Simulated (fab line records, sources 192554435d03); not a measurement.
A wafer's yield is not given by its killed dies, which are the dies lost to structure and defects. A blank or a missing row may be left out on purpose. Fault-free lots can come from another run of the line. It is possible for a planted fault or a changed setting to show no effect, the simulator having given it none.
Matching of chambers | flow n5 finfet | N5_BEOL_M2_PRE_CLEAN_60 on cvd co-02: 3 sister chambers
The step time 15 s. 22 wafers are shown with their chamber, then 11 later ones without.

== EACH WAFER AND ITS CHAMBER ==
wafer  | chamber | heater power w (W)
L074.1 | 2       | 80
L074.3 | 1       | 87
L074.6 | 0       | 65
L076.1 | 1       | 90
L076.4 | 0       | 67
L076.5 | 1       | 93
L083.2 | 2       | 82
L083.4 | 2       | 82
L083.6 | 1       | 91
L084.1 | 0       | 66
L084.4 | 2       | 81
L084.6 | 1       | 93
L085.2 | 0       | 65
L085.3 | 1       | 92
L085.4 | 2       | 84
L086.1 | 1       | 91
L086.5 | 2       | 83
L086.6 | 1       | 92
L088.1 | 1       | 90
L088.3 | 2       | 83
L088.6 | 1       | 94
L091.1 | 0       | 65

SIGNATURES, as means of the wafers listed above
reading        | chamber 0 | chamber 1 | chamber 2 | scatter within a chamber
heater power w | 65.60     | 91.30     | 82.14     | 1.62
Rule: for a wafer and a chamber, the distance is found by dividing, reading by reading, the gap between the wafer's reading and the chamber's mean by the reading's scatter, squaring, summing and taking the root. The wafer belongs to the nearest chamber; if the next one is less than 2 further off, it can't be placed. The scatter is the square root of a quotient: the sum, over the shown wafers, of each reading's squared deviation from its chamber's mean, divided by wafers minus chambers.

== WAFERS WITHOUT THEIR CHAMBER ==
wafer  | heater power w (W)
L091.2 | 90
L091.6 | 65
L093.1 | 92
L093.4 | 84
L093.6 | 67
L095.2 | 84
L095.5 | 86
L095.6 | 65
L097.2 | 66
L097.3 | 92
L097.6 | 84

== CHAMBER TAKEN BY EACH ==
wafer  | from the rows above     | in truth
L091.2 | 1                       | 1
L091.6 | 0                       | 0
L093.1 | 1                       | 1
L093.4 | 2                       | 2
L093.6 | 0                       | 0
L095.2 | 2                       | 2
L095.5 | can't be placed: 2 or 1 | 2
L095.6 | 0                       | 0
L097.2 | 0                       | 0
L097.3 | 1                       | 1
L097.6 | 2                       | 2
Placed correctly: 10 of 11. Cannot be placed on the basis of these rows: 1; the candidates contain the true chamber in 1. Wrongly placed: 0.
